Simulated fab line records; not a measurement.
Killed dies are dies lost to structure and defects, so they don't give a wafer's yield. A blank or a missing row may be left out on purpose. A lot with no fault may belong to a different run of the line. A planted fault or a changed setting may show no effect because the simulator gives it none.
Split-lot trial | flow n5_finfet | on a route of 1938 steps: 7 lots, 21 wafers read

SPLIT DETAILS
At N5_BEOL_M6_ETCH_62 (etches SOC in N2/H2, target depth 110 nm, overetch 22 nm, time 165 s), the setting bias_w was moved away from the recipe's 150 W on 6 of the 21 wafers read, by -10.3% to +8.3%. The other wafers ran this setting at the recipe's value.

The split's own step is where the reading is taken.

THE READING
rf_vpp_V, in V, at N5_BEOL_M6_ETCH_62 (etches SOC in N2/H2, target depth 110 nm, overetch 22 nm, time 165 s). Fault-free wafers of this fab line usually give 524.0 V, standard deviation 2.3 V.

wafer  | tool, chamber at the split | bias_w as run, W | against the recipe | rf_vpp_V, V | against lot-mates on the recipe
L075.2 | rie_diel-01, 1             | 150              | recipe             | 524.7       | -
L075.3 | rie_diel-01, 0             | 150              | recipe             | 521.9       | -
L075.6 | rie_diel-01, 2             | 150              | recipe             | 521.9       | -
L076.3 | rie_diel-05, 2             | 150              | recipe             | 525.1       | -
L076.4 | rie_diel-05, 0             | 156.8            | +4.5%              | 542.5       | +16.2
L076.5 | rie_diel-05, 0             | 150              | recipe             | 527.5       | -
L081.2 | rie_diel-01, 3             | 150              | recipe             | 522.8       | -
L081.5 | rie_diel-01, 1             | 162.1            | +8.1%              | 551.5       | +28.7
L081.6 | rie_diel-01, 2             | 162.1            | +8.1%              | 549.2       | +26.4
L080.2 | rie_diel-01, 3             | 150              | recipe             | 522.6       | -
L080.5 | rie_diel-01, 2             | 134.5            | -10.3%             | 489.0       | -35.0
L080.6 | rie_diel-01, 1             | 150              | recipe             | 525.5       | -
L084.3 | rie_diel-03, 1             | 150              | recipe             | 521.6       | -
L084.5 | rie_diel-03, 3             | 150              | recipe             | 527.4       | -
L084.6 | rie_diel-03, 0             | 150              | recipe             | 528.7       | -
L085.2 | rie_diel-05, 2             | 150              | recipe             | 526.0       | -
L085.3 | rie_diel-05, 3             | 150              | recipe             | 522.7       | -
L085.5 | rie_diel-05, 1             | 150              | recipe             | 523.4       | -
L093.1 | rie_diel-05, 1             | 162.4            | +8.3%              | 551.3       | +30.2
L093.3 | rie_diel-05, 3             | 162.4            | +8.3%              | 549.4       | +28.3
L093.5 | rie_diel-05, 1             | 150              | recipe             | 521.1       | -

FIT RESULTS
A straight line over all 21 wafers: rf_vpp_V changes by +3.3 V for each +1% of bias_w; r = +0.99; the points scatter about the line by 2.3 V.
The same after taking each lot's own level away (the mean of its wafers on the recipe; 21 wafers): +3.45 V for each +1%; r = +0.99; scatter 1.7 V.
That fit puts the effect of the largest move of bias_w on the reading at 36 V.
The span of the lots' own levels, 521.10 to 526.30 V, comes to 2.3 times the standard deviation stated above.
So the lot-to-lot level changes the slope little: the two slopes agree.
Check: for one of the wafers moved furthest among these (-10.3%), held out of the fit, the line's prediction against its lot-mates is -36 V. It came out at -35 V against them.
Tool readings at the split's step, against how far the setting was moved: rf_vpp_V r = +0.99.

THESE WAFERS: OTHER SPLITS
Other splits were also applied to these wafers ahead of the reading. Each is held against what the fit with the lots' levels taken away leaves over:
other split on the same wafers | wafers away from the commonest value | r with rf_vpp_V (lot level and that fit taken away)
N5_BEOL_M5_COAT_74 spin_rpm    | 8                                    | +0.19
N5_BEOL_M6_EXPOSE_08 dose_mj   | 10                                   | +0.17

FILE'S OWN FIT
rf_vpp_V changes by +3.45 V for each +1% of bias_w, r = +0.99.
